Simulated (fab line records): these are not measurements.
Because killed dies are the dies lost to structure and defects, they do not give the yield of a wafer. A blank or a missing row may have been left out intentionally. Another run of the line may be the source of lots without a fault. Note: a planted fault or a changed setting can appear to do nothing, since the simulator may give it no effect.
fab line records -- flow n5-finfet -- part 1 of 2: steps 1 to 22 of 29
record: lots: 5, wafers: 15, last-day: 17
route steps=1938 shown ILD0@346 SDB@347
lots that met no fault: from a run of the same line without faults
start-h: hours from the record's opening day to when the first of the lot's shown wafers began -- wait-h: hours since the lot's step before -- " same as the row above -- L1.1+2: a single row standing in for several wafers -- - no value, or no start given -- * or withheld: withheld -- < > ~ a bound
route shown NAME@n: names a module that has steps shown in the file, with the first one's number in the route -- usual: the fault-free wafers' mean and standard deviation -- same: alike in all rows -- chamber/n: place in a boat -- sites: each site's reading -- _std_site: standard deviation across them -- _edge_site: the outer-site mean with the inner-site mean subtracted -- radius-mm: for every site, how far away it sits from the centre of the wafer -- mask NAME#n: copy n -- behind: the tool/chamber that last shaped the wafer -- hold: why the lot went on hold/how many hours it stayed there/how the hold came to an end -- device: whichever transistor did not switch (one of n, p or np) -- end of line: the route-end tests of the same wafers -- step lacking rows: just its recipe -- killed: dies lost to structure and defects at the first sort, not the wafer's yield -- map: dies across one wafer; x = killed, . = not, _ = none there
set.NAME: the setting that was run; set.NAME@STEP: the one run at that earlier step -- model.NAME: the simulator's own value behind a step, which no gauge read
lots at selected steps of the route; one table per step, one row per wafer
services: from which hour (start-h, from the record's first day; less than 0 if before it) a tool's chamber was out of use, for how many hours, and why
== steps ==
step: N5_ILD0_INSPECT_06
recipe: inspect-instrument: darkfield, mode: post-cmp
usual: raw-defect-count: 42/21
lot.wafer,tool,chamber,start-h,wait-h,raw-defect-count
L075.1,defect-inspect-01,-,76.36,0.0,18
L075.3,defect-inspect-01,-,76.36,0.0,23
L075.4,defect-inspect-01,-,76.36,0.0,49
L077.2,defect-inspect-02,-,90.17,0.0,19
L077.4,defect-inspect-02,-,90.17,0.0,19
L077.5,defect-inspect-02,-,90.17,0.0,24
L080.1,defect-inspect-02,-,100.46,0.0,26
L080.2,defect-inspect-02,-,100.46,0.0,64
L080.6,defect-inspect-02,-,100.46,0.0,47
L087.3,defect-inspect-01,-,144.90,0.0,17
L087.5,defect-inspect-01,-,144.90,0.0,39
L087.6,defect-inspect-01,-,144.90,0.0,41
L092.1,defect-inspect-02,-,174.06,0.0,26
L092.3,defect-inspect-02,-,174.06,0.0,26
L092.5,defect-inspect-02,-,174.06,0.0,36
step: N5_SDB_HM_DEP_00
recipe: material: SiNx, target-thk-a: 400, temp-c: 400, precursor: SiH4/NH3/N2, pressure-torr: 1.5, rf-w: 300, time-s: 35.3
usual: heater-power-w: 814/110, showerhead-plenum-p-Torr: 5.14/0.082, throttle-valve-pct: 39.4/1.8
lot.wafer,tool,chamber,start-h,wait-h,heater-power-w,showerhead-plenum-p-Torr,throttle-valve-pct
L075.1,pecvd-02,1,76.40,0.0,894,5.19,39.8
L075.3,pecvd-02,2,76.40,0.0,749,5.30,38.8
L075.4,pecvd-02,0,76.40,0.0,811,5.19,38.5
L077.2,pecvd-02,2,90.20,0.0,816,5.28,38.4
L077.4,pecvd-02,0,90.20,0.0,795,5.19,38.5
L077.5,pecvd-02,1,90.20,0.0,853,5.19,39.9
L080.1,pecvd-02,2,100.50,0.0,800,5.29,38.8
L080.2,pecvd-02,1,100.50,0.0,908,5.19,39.6
L080.6,pecvd-02,2,100.50,0.0,809,5.28,38.9
L087.3,pecvd-03,0,144.97,0.1,691,5.12,38.0
L087.5,pecvd-03,1,144.97,0.1,906,5.11,38.2
L087.6,pecvd-03,0,144.97,0.1,699,5.11,38.3
L092.1,pecvd-01,0,174.09,0.0,659,5.08,40.5
L092.3,pecvd-01,1,174.09,0.0,597,5.16,43.8
L092.5,pecvd-01,0,174.09,0.0,688,5.10,40.3
step: N5_SDB_COAT_03
recipe: resist: SOC, temp-c: 250, time-s: 60, spin-rpm: 1500, resist-thk-nm: 100
lot.wafer,tool,chamber,start-h,wait-h
L075.1+3+4,litho-track-05,0,76.48,0.1
L077.2+4+5,litho-track-05,0,90.29,0.1
L080.1+2+6,litho-track-01,0,100.60,0.1
L087.3+5+6,litho-track-01,0,145.05,0.1
L092.1+3+5,litho-track-05,0,174.18,0.1
step: N5_SDB_COAT_04
recipe: resist: SiARC, temp-c: 220, time-s: 60, spin-rpm: 1500, resist-thk-nm: 18
lot.wafer,tool,chamber,start-h,wait-h
L075.1+3+4,litho-track-05,0,-,-
L077.2+4+5,litho-track-05,0,-,-
L080.1+2+6,litho-track-01,0,-,-
L087.3+5+6,litho-track-01,0,-,-
L092.1+3+5,litho-track-05,0,-,-
step: N5_SDB_COAT_05
recipe: resist: CAR-ArF, spin-rpm: 1500, resist-thk-nm: 90
lot.wafer,tool,chamber,start-h,wait-h
L075.1+3+4,litho-track-05,0,-,-
L077.2+4+5,litho-track-05,0,-,-
L080.1+2+6,litho-track-01,0,-,-
L087.3+5+6,litho-track-01,0,-,-
L092.1+3+5,litho-track-05,0,-,-
step: N5_SDB_EBR_07
recipe: solvent: PGMEA, ebr-width-mm: 1.5
lot.wafer,tool,chamber,start-h,wait-h
L075.1+3+4,litho-track-05,0,-,-
L077.2+4+5,litho-track-05,0,-,-
L080.1+2+6,litho-track-01,0,-,-
L087.3+5+6,litho-track-01,0,-,-
L092.1+3+5,litho-track-05,0,-,-
step: N5_SDB_SOFTBAKE_06
recipe: temp-c: 110, time-s: 60, resist: CAR-ArF
lot.wafer,tool,chamber,start-h,wait-h
L075.1+3+4,litho-track-05,0,-,-
L077.2+4+5,litho-track-05,0,-,-
L080.1+2+6,litho-track-01,0,-,-
L087.3+5+6,litho-track-01,0,-,-
L092.1+3+5,litho-track-05,0,-,-
step: N5_SDB_EXPOSE_08
recipe: mask-id: SDB, na: 1.35, source-shape: conventional, sigma-outer: 0.5, polarization: unpolarized, dose-mj: 49.6
lot.wafer,tool,chamber,start-h,wait-h,mask
L075.1+3+4,arfi-scanner-01,0,76.72,-,SDB#0
L077.2+4+5,arfi-scanner-03,0,90.41,-,SDB#0
L080.1+2+6,arfi-scanner-02,0,100.85,-,SDB#0
L087.3+5+6,arfi-scanner-03,0,145.30,-,SDB#0
L092.1+3+5,arfi-scanner-03,0,174.30,-,SDB#0
step: N5_SDB_PEB_09
recipe: peb-temp-c: withheld, peb-time-s: 60, resist: CAR-ArF
lot.wafer,tool,chamber,start-h,wait-h
L075.1+3+4,litho-track-04,0,76.78,0.1
L077.2+4+5,litho-track-01,0,90.46,0.0
L080.1+2+6,litho-track-05,0,100.91,0.1
L087.3+5+6,litho-track-01,0,145.36,0.0
L092.1+3+5,litho-track-04,0,174.35,0.1
step: N5_SDB_DEVELOP_10
recipe: develop-time-s: 30, developer: TMAH, resist: CAR-ArF, rinse-liquid: diw, dry: air-spin, dev-temp-c: 23
lot.wafer,tool,chamber,start-h,wait-h
L075.1+3+4,litho-track-04,0,-,-
L077.2+4+5,litho-track-01,0,-,-
L080.1+2+6,litho-track-05,0,-,-
L087.3+5+6,litho-track-01,0,-,-
L092.1+3+5,litho-track-04,0,-,-
step: N5_SDB_CD_MEAS_11
recipe: target-cd-nm: 50, landing-energy-ev: 500, detector: se-inlens, polarity: opening
usual: cd-nm: 49.4/1.5
lot.wafer,tool,chamber,start-h,wait-h,cd-nm
L075.1,cd-sem-01,0,76.85,-,48.6
L075.3,cd-sem-01,0,76.85,-,47.1
L075.4,cd-sem-01,0,76.85,-,47.7
L077.2,cd-sem-01,0,90.53,-,47.9
L077.4,cd-sem-01,0,90.53,-,50.9
L077.5,cd-sem-01,0,90.53,-,49.5
L080.1,cd-sem-02,0,100.97,-,48.0
L080.2,cd-sem-02,0,100.97,-,48.9
L080.6,cd-sem-02,0,100.97,-,48.7
L087.3,cd-sem-01,0,145.42,-,48.2
L087.5,cd-sem-01,0,145.42,-,50.5
L087.6,cd-sem-01,0,145.42,-,50.7
L092.1,cd-sem-01,0,174.42,-,47.2
L092.3,cd-sem-01,0,174.42,-,48.0
L092.5,cd-sem-01,0,174.42,-,47.1
step: N5_SDB_OVL_MEAS_12
recipe: points-per-wafer: 44
usual: SDB_OVL: 0.1/0.77
lot.wafer,tool,chamber,start-h,wait-h,SDB_OVL[nm]
L075.1,overlay-02,0,76.88,0.0,0.6
L075.3,overlay-02,0,76.88,0.0,0.8
L075.4,overlay-02,0,76.88,0.0,-0.1
L077.2,overlay-01,0,90.56,0.0,-0.2
L077.4,overlay-01,0,90.56,0.0,-0.2
L077.5,overlay-01,0,90.56,0.0,-0.2
L080.1,overlay-01,0,101.00,0.0,-0.6
L080.2,overlay-01,0,101.00,0.0,-1.0
L080.6,overlay-01,0,101.00,0.0,-0.6
L087.3,overlay-01,0,145.45,0.0,2.0
L087.5,overlay-01,0,145.45,0.0,1.4
L087.6,overlay-01,0,145.45,0.0,1.0
L092.1,overlay-01,0,174.46,0.0,0.2
L092.3,overlay-01,0,174.46,0.0,2.0
L092.5,overlay-01,0,174.46,0.0,0.5
step: N5_SDB_INSPECT_13
recipe: mode: adi, inspect-instrument: brightfield
usual: raw-defect-count: 76/32
lot.wafer,tool,chamber,start-h,wait-h,raw-defect-count
L075.1,defect-inspect-02,-,76.90,0.0,175
L075.3,defect-inspect-02,-,76.90,0.0,125
L075.4,defect-inspect-02,-,76.90,0.0,78
L077.2,defect-inspect-02,-,90.58,0.0,49
L077.4,defect-inspect-02,-,90.58,0.0,54
L077.5,defect-inspect-02,-,90.58,0.0,71
L080.1,defect-inspect-01,-,101.03,0.0,65
L080.2,defect-inspect-01,-,101.03,0.0,70
L080.6,defect-inspect-01,-,101.03,0.0,33
L087.3,defect-inspect-02,-,145.48,0.0,73
L087.5,defect-inspect-02,-,145.48,0.0,103
L087.6,defect-inspect-02,-,145.48,0.0,95
L092.1,defect-inspect-02,-,174.48,0.0,107
L092.3,defect-inspect-02,-,174.48,0.0,74
L092.5,defect-inspect-02,-,174.48,0.0,57
step: N5_SDB_DESCUM_16
recipe: chemistry: O2, time-s: 7.9, source-power-w: 50, bias-power-w: 20, pressure-mtorr: 20, rf-frequency-hz: 2.712e+07, temp-c: 40, resist: CAR-ArF, o2-flow-sccm: 225
usual: bias-power-w: 20.00/0.054, drypump-motor-current-A: 5.6/0.53, oes-product-au: 0.79/0.095, rf-vpp-V: 243.6/1.1, showerhead-plenum-p-Torr: 2.13/0.051, temp-c: 40.00/0.11, throttle-valve-pct: 20.4/0.35
lot.wafer,tool,chamber,start-h,wait-h,bias-power-w,drypump-motor-current-A,oes-product-au,rf-hours-counter-h,rf-vpp-V,showerhead-plenum-p-Torr,temp-c,throttle-valve-pct
L075.1,rie-diel-02,1,77.20,0.3,20.04,5.8,0.80,98,243.9,2.13,39.86,20.8
L075.3,rie-diel-02,3,77.20,0.3,19.94,5.3,0.70,214,243.6,2.17,39.82,20.8
L075.4,rie-diel-02,2,77.20,0.3,20.14,5.1,0.72,159,244.7,2.18,39.88,20.6
L077.2,rie-diel-06,1,90.71,0.1,19.95,6.5,0.89,46,245.0,2.13,40.03,19.9
L077.4,rie-diel-06,2,90.71,0.1,20.02,5.4,0.69,-,244.7,2.16,40.28,20.6
L077.5,rie-diel-06,1,90.71,0.1,20.05,6.4,0.89,-,244.8,2.13,40.19,20.0
L080.1,rie-diel-02,2,101.06,0.0,19.90,5.1,0.71,166,242.8,2.18,40.12,20.6
L080.2,rie-diel-02,1,101.06,0.0,20.03,5.8,0.79,106,243.4,2.13,39.95,20.8
L080.6,rie-diel-02,2,101.06,0.0,19.88,5.1,0.72,-,244.8,2.18,39.99,20.6
L087.3,rie-diel-06,1,145.88,0.4,19.98,6.5,0.86,63,244.2,2.13,40.04,20.0
L087.5,rie-diel-06,0,145.88,0.4,20.00,5.3,0.75,-,243.6,2.14,39.99,20.4
L087.6,rie-diel-06,1,145.88,0.4,19.99,6.4,0.86,-,243.4,2.13,39.99,20.0
L092.1,rie-diel-02,2,174.52,0.0,19.98,5.1,0.69,193,244.0,2.17,40.00,20.6
L092.3,rie-diel-02,1,174.52,0.0,19.98,5.8,0.76,133,242.4,2.12,40.10,20.8
L092.5,rie-diel-02,0,174.52,0.0,20.01,6.2,0.69,-,244.1,2.18,40.19,21.0
step: N5_SDB_ETCH_17
recipe: chemistry: CF4, target: SiARC, target-depth-a: 234, mask-material: CAR-ArF, time-s: 39, ion-energy-ev: 80, pressure-mtorr: 40, source-w: 545, bias-w: 36, Ar_flow_sccm: 100, cf4-flow-sccm: 100, ends: cleared
usual: drypump-motor-current-A: 5.6/0.53, etch-rf-on-time-s: 39.5/1.1, oes-product-au: 0.67/0.075, rf-vpp-V: 184.4/1, showerhead-plenum-p-Torr: 2.16/0.043, throttle-valve-pct: 15.6/0.34
lot.wafer,tool,chamber,start-h,wait-h,drypump-motor-current-A,etch-rf-on-time-s,oes-product-au,rf-hours-counter-h,rf-vpp-V,showerhead-plenum-p-Torr,throttle-valve-pct
L075.1,rie-diel-02,1,77.24,0.0,5.8,38.5,0.69,98,184.5,2.15,15.7
L075.3,rie-diel-02,3,77.24,0.0,5.3,39.1,0.60,214,185.2,2.21,16.0
L075.4,rie-diel-02,2,77.24,0.0,5.1,37.8,0.65,159,185.0,2.22,15.6
L077.2,rie-diel-06,1,90.74,0.0,6.5,37.6,0.75,46,184.7,2.16,15.0
L077.4,rie-diel-06,2,90.74,0.0,5.5,40.0,0.59,-,184.2,2.17,15.7
L077.5,rie-diel-06,1,90.74,0.0,6.5,37.7,0.75,-,184.5,2.16,15.0
L080.1,rie-diel-02,2,101.10,0.0,5.1,37.6,0.64,166,184.8,2.21,15.7
L080.2,rie-diel-02,1,101.10,0.0,5.7,38.7,0.68,106,185.6,2.15,15.7
L080.6,rie-diel-02,2,101.10,0.0,5.1,37.4,0.64,-,186.2,2.21,15.6
L087.3,rie-diel-06,1,145.92,0.0,6.5,38.4,0.72,63,184.7,2.15,15.0
L087.5,rie-diel-06,0,145.92,0.0,5.3,39.4,0.64,-,184.3,2.22,15.8
L087.6,rie-diel-06,1,145.92,0.0,6.4,38.3,0.72,-,186.0,2.15,15.0
L092.1,rie-diel-02,2,174.55,0.0,5.1,38.1,0.61,193,184.9,2.20,15.7
L092.3,rie-diel-02,1,174.55,0.0,5.7,39.0,0.65,133,185.4,2.14,15.8
L092.5,rie-diel-02,0,174.55,0.0,6.2,40.3,0.59,-,185.5,2.19,16.0
step: N5_SDB_ETCH_18
recipe: chemistry: N2/H2, target: SOC, target-depth-a: 1000, overetch-a: 200, mask-material: SiARC, temp-c: 40, time-s: 150, ion-energy-ev: 200, pressure-mtorr: 30, source-w: 840, bias-w: 150, n2-flow-sccm: 200, h2-flow-sccm: 200
usual: drypump-motor-current-A: 5.6/0.53, oes-product-au: 0.71/0.076, rf-vpp-V: 524.8/1.7, showerhead-plenum-p-Torr: 2.58/0.061, temp-c: 40.00/0.11, throttle-valve-pct: 17.8/0.32
lot.wafer,tool,chamber,start-h,wait-h,drypump-motor-current-A,oes-product-au,rf-hours-counter-h,rf-vpp-V,showerhead-plenum-p-Torr,temp-c,throttle-valve-pct
L075.1,rie-diel-02,1,77.28,0.0,5.7,0.72,98,524.5,2.58,40.07,18.2
L075.3,rie-diel-02,3,77.28,0.0,5.3,0.64,214,525.6,2.61,40.11,18.0
L075.4,rie-diel-02,2,77.28,0.0,5.1,0.65,159,525.8,2.67,39.84,18.3
L077.2,rie-diel-06,1,90.78,0.0,6.4,0.77,46,525.1,2.61,40.09,17.5
L077.4,rie-diel-06,2,90.78,0.0,5.5,0.62,-,524.5,2.60,39.81,17.8
L077.5,rie-diel-06,1,90.78,0.0,6.5,0.77,-,524.7,2.61,40.05,17.5
L080.1,rie-diel-02,2,101.13,0.0,5.1,0.66,166,526.0,2.67,40.10,18.3
L080.2,rie-diel-02,1,101.13,0.0,5.7,0.71,106,524.7,2.57,40.05,18.2
L080.6,rie-diel-02,2,101.13,0.0,5.1,0.66,-,525.0,2.67,39.96,18.3
L087.3,rie-diel-06,1,145.96,0.0,6.4,0.75,63,523.3,2.60,40.10,17.5
L087.5,rie-diel-06,0,145.96,0.0,5.3,0.67,-,526.5,2.63,39.99,18.0
L087.6,rie-diel-06,1,145.96,0.0,6.4,0.74,-,525.1,2.60,39.92,17.5
L092.1,rie-diel-02,2,174.59,0.0,5.1,0.64,193,527.4,2.66,39.93,18.3
L092.3,rie-diel-02,1,174.59,0.0,5.8,0.69,133,524.1,2.56,40.10,18.2
L092.5,rie-diel-02,0,174.59,0.0,6.2,0.63,-,525.3,2.62,39.99,18.2
step: N5_SDB_STRIP_19
recipe: chemistry: N2/H2, temp-c: 40, n2-flow-sccm: 200, h2-flow-sccm: 200, rf-frequency-hz: 6e+07
lot.wafer,tool,chamber,start-h,wait-h
L075.1+3+4,rie-diel-02,"1,3,2",77.40,0.1
L077.2+4+5,rie-diel-06,"1,2,1",90.90,0.1
L080.1+2+6,rie-diel-02,"2,1,2",101.26,0.1
L087.3+5+6,rie-diel-06,"1,0,1",146.08,0.1
L092.1+3+5,rie-diel-02,"2,1,0",174.71,0.1
step: N5_SDB_STRIP_21
recipe: chemistry: CF4, resist: SiARC, power-w: 300, bias-power-w: 75, pressure-mtorr: 50, cf4-flow-sccm: 150, rf-frequency-hz: 6e+07
usual: bias-power-w: 74.97/0.23, drypump-motor-current-A: 5.6/0.53, oes-product-au: 0.78/0.083, rf-vpp-V: 271.7/1.1, showerhead-plenum-p-Torr: 1.81/0.036, throttle-valve-pct: 13.5/0.35
lot.wafer,tool,chamber,start-h,wait-h,bias-power-w,drypump-motor-current-A,oes-product-au,rf-hours-counter-h,rf-vpp-V,showerhead-plenum-p-Torr,throttle-valve-pct
L075.1,rie-diel-02,1,77.41,0.0,75.29,5.7,0.79,98,272.5,1.79,13.6
L075.3,rie-diel-02,3,77.41,0.0,75.07,5.3,0.70,214,272.5,1.87,14.1
L075.4,rie-diel-02,2,77.41,0.0,74.83,5.1,0.72,159,272.6,1.85,13.6
L077.2,rie-diel-06,1,90.91,0.0,74.95,6.4,0.85,46,272.4,1.79,12.9
L077.4,rie-diel-06,2,90.91,0.0,74.79,5.4,0.69,-,273.5,1.82,13.8
L077.5,rie-diel-06,1,90.91,0.0,75.17,6.5,0.85,-,271.4,1.79,12.9
L080.1,rie-diel-02,2,101.27,0.0,74.96,5.1,0.72,166,273.4,1.85,13.6
L080.2,rie-diel-02,1,101.27,0.0,75.10,5.7,0.79,106,270.6,1.79,13.6
L080.6,rie-diel-02,2,101.27,0.0,74.58,5.1,0.72,-,273.9,1.85,13.6
L087.3,rie-diel-06,1,146.09,0.0,74.86,6.4,0.83,63,271.6,1.79,12.9
L087.5,rie-diel-06,0,146.09,0.0,74.92,5.3,0.75,-,271.6,1.85,13.8
L087.6,rie-diel-06,1,146.09,0.0,74.79,6.4,0.83,-,271.3,1.79,13.0
L092.1,rie-diel-02,2,174.72,0.0,75.16,5.1,0.70,193,272.9,1.84,13.7
L092.3,rie-diel-02,1,174.72,0.0,74.86,5.7,0.76,134,270.3,1.78,13.7
L092.5,rie-diel-02,0,174.72,0.0,75.06,6.1,0.69,-,272.5,1.83,14.0
step: N5_SDB_HM_OPEN_20
recipe: chemistry: CH3F/O2, target: SiNx, mask-material: SOC, target-depth-a: 240, stop-on: poly-Si, over-etch-frac: 0.4, ion-energy-ev: 120, pressure-mtorr: 30, source-w: 395, bias-w: 73, Ar_flow_sccm: 150, CH3F_flow_sccm: 30, O2_flow_sccm: 20
usual: drypump-motor-current-A: 5.6/0.53, oes_ar_750_au: 0.78/0.083, oes-product-au: 0.65/0.069, rf-vpp-V: 295/7.3, showerhead-plenum-p-Torr: 2.03/0.043, throttle-valve-pct: 16.3/0.33
lot.wafer,tool,chamber,start-h,wait-h,drypump-motor-current-A,oes_ar_750_au,oes-product-au,rf-hours-counter-h,rf-vpp-V,showerhead-plenum-p-Torr,throttle-valve-pct
L075.1,rie-diel-02,1,77.43,0.0,5.8,0.80,0.65,98,296,2.03,16.5
L075.3,rie-diel-02,3,77.43,0.0,5.3,0.72,0.58,214,285,2.06,16.7
L075.4,rie-diel-02,2,77.43,0.0,5.1,0.75,0.61,159,294,2.08,16.5
L077.2,rie-diel-06,1,90.93,0.0,6.5,0.86,0.70,46,297,2.04,15.8
L077.4,rie-diel-06,2,90.93,0.0,5.4,0.69,0.58,-,301,2.04,16.5
L077.5,rie-diel-06,1,90.93,0.0,6.4,0.87,0.72,-,297,2.04,15.8
L080.1,rie-diel-02,2,101.29,0.0,5.1,0.75,0.58,166,293,2.08,16.5
L080.2,rie-diel-02,1,101.29,0.0,5.7,0.79,0.65,106,296,2.02,16.6
L080.6,rie-diel-02,2,101.29,0.0,5.1,0.74,0.59,-,293,2.08,16.5
L087.3,rie-diel-06,1,146.11,0.0,6.4,0.84,0.69,64,297,2.03,15.9
L087.5,rie-diel-06,0,146.11,0.0,5.3,0.76,0.62,-,285,2.08,16.6
L087.6,rie-diel-06,1,146.11,0.0,6.4,0.84,0.70,-,298,2.03,15.8
L092.1,rie-diel-02,2,174.74,0.0,5.1,0.73,0.57,193,293,2.07,16.5
L092.3,rie-diel-02,1,174.74,0.0,5.8,0.76,0.64,134,297,2.01,16.6
L092.5,rie-diel-02,0,174.74,0.0,6.2,0.69,0.58,-,305,2.07,16.8
step: N5_SDB_STRIP_22
recipe: chemistry: N2/H2, power-w: 1000, temp-c: 250, h2-frac: 0.65, overash-fraction: 0.3, pressure-mtorr: withheld, n2-flow-sccm: 1750, h2-flow-sccm: 3250
usual: drypump-motor-current-A: 5.7/0.39, heater-power-w: 337/22, oes-product-au: 0.715/0.0041, strip-time-to-endpoint-s: 96.4/0.43, temp-c: 250.01/0.18
lot.wafer,tool,chamber,start-h,wait-h,drypump-motor-current-A,heater-power-w,oes-product-au,rf-hours-counter-h,strip-time-to-endpoint-s,temp-c
L075.1,plasma-asher-02,1,77.52,0.1,5.6,365,0.717,30,96.3,250.17
L075.3,plasma-asher-02,1,77.52,0.1,5.6,368,0.714,-,96.5,250.38
L075.4,plasma-asher-02,0,77.52,0.1,6.4,344,0.707,-,96.1,249.98
L077.2,plasma-asher-01,0,91.01,0.1,5.6,310,0.713,91,95.4,249.94
L077.4,plasma-asher-01,0,91.01,0.1,5.6,312,0.715,-,96.5,250.13
L077.5,plasma-asher-01,0,91.01,0.1,5.6,309,0.716,-,96.0,250.19
L080.1,plasma-asher-01,1,101.37,0.1,5.3,344,0.713,93,96.0,249.84
L080.2,plasma-asher-01,0,101.37,0.1,5.6,306,0.713,93,96.4,249.80
L080.6,plasma-asher-01,1,101.37,0.1,5.3,335,0.712,-,96.4,249.69
L087.3,plasma-asher-02,0,146.23,0.1,6.4,345,0.718,-,96.1,249.90
L087.5,plasma-asher-02,1,146.23,0.1,5.6,367,0.712,-,96.4,250.26
L087.6,plasma-asher-02,0,146.23,0.1,6.4,349,0.717,-,95.7,249.97
L092.1,plasma-asher-02,0,174.83,0.1,6.4,345,0.718,49,95.7,249.87
L092.3,plasma-asher-02,1,174.83,0.1,5.5,362,0.709,-,95.6,250.18
L092.5,plasma-asher-02,1,174.83,0.1,5.5,358,0.712,-,96.4,249.97
step: N5_SDB_PRECLEAN_23
recipe: chemistry: dHF, time-s: 30, temp-c: 25, dilution: withheld
usual: temp-c: 24.99/0.1
lot.wafer,tool,chamber,start-h,wait-h,temp-c
L075.1,wet-bench-02,5,77.68,0.1,25.06
L075.3,wet-bench-02,6,77.68,0.1,24.84
L075.4,wet-bench-02,4,77.68,0.1,25.10
L077.2,wet-bench-06,2,91.16,0.1,24.89
L077.4,wet-bench-06,6,91.16,0.1,24.92
L077.5,wet-bench-06,1,91.16,0.1,24.90
L080.1,wet-bench-02,0,101.52,0.1,24.98
L080.2,wet-bench-02,5,101.52,0.1,24.82
L080.6,wet-bench-02,6,101.52,0.1,24.90
L087.3,wet-bench-02,1,146.34,0.1,25.03
L087.5,wet-bench-02,2,146.34,0.1,24.94
L087.6,wet-bench-02,0,146.34,0.1,24.85
L092.1,wet-bench-06,3,174.97,0.1,24.98
L092.3,wet-bench-06,4,174.97,0.1,25.24
L092.5,wet-bench-06,1,174.97,0.1,25.05
step: N5_SDB_DUMMY_REMOVE_24
recipe: chemistry: TMAH, temp-c: 70, target: poly-Si, stop-on: SiO2, target-depth-nm: 142, conc-wt-pct: 5, time-s: 57, dry: ipa-marangoni, rinse-time-s: 30, rinse-temp-c: 23
usual: temp-c: 70.01/0.13
lot.wafer,tool,chamber,start-h,wait-h,temp-c
L075.1,wet-bench-02,5,77.69,0.0,69.99
L075.3,wet-bench-02,6,77.69,0.0,70.09
L075.4,wet-bench-02,4,77.69,0.0,70.05
L077.2,wet-bench-06,2,91.17,0.0,70.17
L077.4,wet-bench-06,6,91.17,0.0,69.88
L077.5,wet-bench-06,1,91.17,0.0,69.79
L080.1,wet-bench-02,0,101.53,0.0,69.93
L080.2,wet-bench-02,5,101.53,0.0,69.97
L080.6,wet-bench-02,6,101.53,0.0,70.17
L087.3,wet-bench-02,1,146.35,0.0,70.14
L087.5,wet-bench-02,2,146.35,0.0,69.86
L087.6,wet-bench-02,0,146.35,0.0,70.04
L092.1,wet-bench-06,3,174.98,0.0,69.96
L092.3,wet-bench-06,4,174.98,0.0,70.30
L092.5,wet-bench-06,1,174.98,0.0,69.93
